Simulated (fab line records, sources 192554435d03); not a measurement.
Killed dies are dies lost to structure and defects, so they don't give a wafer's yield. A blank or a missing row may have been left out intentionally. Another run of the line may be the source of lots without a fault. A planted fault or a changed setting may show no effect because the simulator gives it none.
Split-lot experiment    flow n5_finfet    21 wafers read across 7 lots, on a route 1938 steps long

ABOUT THE SPLIT
At N5_GATE_CUT_ETCH_37 (etches SOC in N2/H2, target depth 60 nm, overetch 12 nm, time 90 s), the setting bias_w was moved away from the recipe's 150 W on 4 of the 21 wafers read, by -13.1% to +14.9%. This setting was run at the recipe's value on the other wafers.

The reading comes from the split's own step.

THE READING
rf_vpp_V, in V, at N5_GATE_CUT_ETCH_37 (etches SOC in N2/H2, target depth 60 nm, overetch 12 nm, time 90 s). Typical for fault-free wafers on this fab line: 523 V, with standard deviation 3.2 V.

wafer   tool, chamber at the split  bias_w as run, W  against the recipe  rf_vpp_V, V  against lot-mates on the recipe
L077.1  rie_diel-06, 2              150               recipe              528          -
L077.2  rie_diel-06, 1              150               recipe              522          -
L077.3  rie_diel-06, 0              150               recipe              527          -
L082.2  rie_diel-05, 2              150               recipe              518          -
L082.3  rie_diel-05, 0              172.4             +14.9%              569          +50
L082.6  rie_diel-05, 2              150               recipe              519          -
L084.3  rie_diel-05, 1              150               recipe              520          -
L084.5  rie_diel-05, 3              130.9             -12.7%              483          -37
L084.6  rie_diel-05, 0              150               recipe              520          -
L085.1  rie_diel-05, 2              150               recipe              516          -
L085.5  rie_diel-05, 1              150               recipe              520          -
L085.6  rie_diel-05, 0              150               recipe              522          -
L087.2  rie_diel-06, 0              150               recipe              525          -
L087.3  rie_diel-06, 2              150               recipe              527          -
L087.6  rie_diel-06, 2              150               recipe              526          -
L089.2  rie_diel-02, 0              150               recipe              524          -
L089.5  rie_diel-02, 2              150               recipe              529          -
L089.6  rie_diel-02, 1              131.2             -12.5%              478          -48
L093.2  rie_diel-06, 0              150               recipe              526          -
L093.3  rie_diel-06, 1              130.3             -13.1%              476          -48
L093.6  rie_diel-06, 3              150               recipe              522          -

THE FIT
A straight line over all 21 wafers: rf_vpp_V changes by +3.31 V for each +1% of bias_w; r = +0.98; the points scatter about the line by 3.8 V.
The same after taking each lot's own level away (the mean of its wafers on the recipe; 21 wafers): +3.44 V for each +1%; r = +0.99; scatter 2.8 V.
On that fit, the largest move of bias_w shifts the reading by 51 V.
The lots' own levels span 518.5 to 526.5 V, that is 2.5 times the standard deviation above.
So the lot-to-lot level changes the slope little: the two slopes agree.
Check: with one of the wafers moved furthest among these (+14.9%) left out of the fit, the line predicts +51.9 V for it against its lot-mates. Against them it came out at +50.5 V.
Tool readings at the split's step, against how far the setting was moved: rf_vpp_V r = +0.98.

ADDITIONAL SPLITS CARRIED BY THESE WAFERS
Before the reading, these wafers also passed through other splits. Each is held against what the fit with the lots' levels taken away leaves over:
other split on the same wafers  wafers away from the commonest value  r with rf_vpp_V (lot level and that fit taken away)
N5_DUMMY_GATE_COAT_34 spin_rpm  6                                     +0.02
N5_SD_EPI_P_EPI_21 time_s       8                                     +0.05
N5_HKMG_FIN_ETCH_55 time_s      10                                    +0.15

THE WHOLE CHAIN: every reading that the file lists as answering this split, in the file's order
step                 what it does                                                        reading                                                                            change (the file's fit)                 r (the file's)
N5_GATE_CUT_ETCH_37  etches SOC in N2/H2, target depth 60 nm, overetch 12 nm, time 90 s  rf_vpp_V                                                                           +3.47 V for each +1% of the setting     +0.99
N5_GATE_CUT_ETCH_37  etches SOC in N2/H2, target depth 60 nm, overetch 12 nm, time 90 s  SiARC_of_GATE_CUT_COAT_35.thk_nm (the simulator's own value, which no gauge read)  -0.0627 nm for each +1% of the setting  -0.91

THE FILE'S OWN FIT
rf_vpp_V changes by +3.47 V for each +1% of bias_w, r = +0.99.
